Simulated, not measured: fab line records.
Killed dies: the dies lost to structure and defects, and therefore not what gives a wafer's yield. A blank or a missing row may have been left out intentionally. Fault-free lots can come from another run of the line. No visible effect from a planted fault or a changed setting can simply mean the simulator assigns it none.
Which tool is to blame? ; flow nand-harc ; 42 wafers sampled from 14 lots at 1 step of a route of 1302

== WHAT THE GAUGES SHOWED, per wafer ==
NHARC_P_M0_CD_MEAS_09: the cd target is 90 nm.
lot;measured;on;cd-nm (nm)
L768;day 6 13:14;cd-sem-02;89.4 90.2 90.1
L769;day 7 01:40;cd-sem-03;90.2 89.5 90.5
L770;day 7 04:51;cd-sem-02;89.2 89.4 89.1
L775;day 9 10:27;cd-sem-01;90.2 89.0 89.4
L776;day 9 20:30;cd-sem-02;89.5 89.0 89.7
L782;day 12 02:39;cd-sem-02;90.0 91.8 90.6
L781;day 12 04:41;cd-sem-01;89.8 89.3 89.0
L783;day 13 00:46;cd-sem-03;89.9 90.6 90.6
L784;day 13 02:16;cd-sem-03;90.7 90.2 90.5
L785;day 13 13:25;cd-sem-03;89.8 89.3 91.2
L786;day 13 21:11;cd-sem-01;90.0 89.8 90.7
L788;day 14 19:34;cd-sem-01;90.3 89.5 90.1
L789;day 15 10:10;cd-sem-02;90.2 91.0 90.7
L790;day 15 19:08;cd-sem-03;90.4 89.6 91.0

== TOOL THAT RAN EACH LOT (tool first, then ch and the chambers of the sampled wafers, then the start) ==
The record shows no process step preceding these readings.

== AS READ BY THE TOOLS THEMSELVES (means over the sampled wafers that have a number; for cases with no such wafer, the mark the record gives instead) ==
The record holds no such reading with a usual standard deviation.

== THE ANSWER, worked out from the rows above alone ==
Rule: what is usual is taken from the lots themselves. The widest of any qualifying gaps counts: lots, ordered by their means at a reading, are off when they make up no more than a third of the lots, leave a main group of 4 or more, and stand apart from it by 3 or more times the standard deviation of that group's means. A main group whose means are all the same, to the digits that the tables above print for the reading, isn't used. A lot without any number at a reading at which 4 lots or more have one is off too. Where the step has rows for the other lots, those lots are counted as sound. Order of review: gauges by route order, followed by the tools' own readings, for which a lot's mean as printed above is used. At the first step where some lot is off, the reading lying furthest off is the one used; lots without a number count as furthest.
Across all readings shown, no lot is off: no conclusion can be drawn from this.

== WHAT THE SIMULATOR HAD PUT IN ==
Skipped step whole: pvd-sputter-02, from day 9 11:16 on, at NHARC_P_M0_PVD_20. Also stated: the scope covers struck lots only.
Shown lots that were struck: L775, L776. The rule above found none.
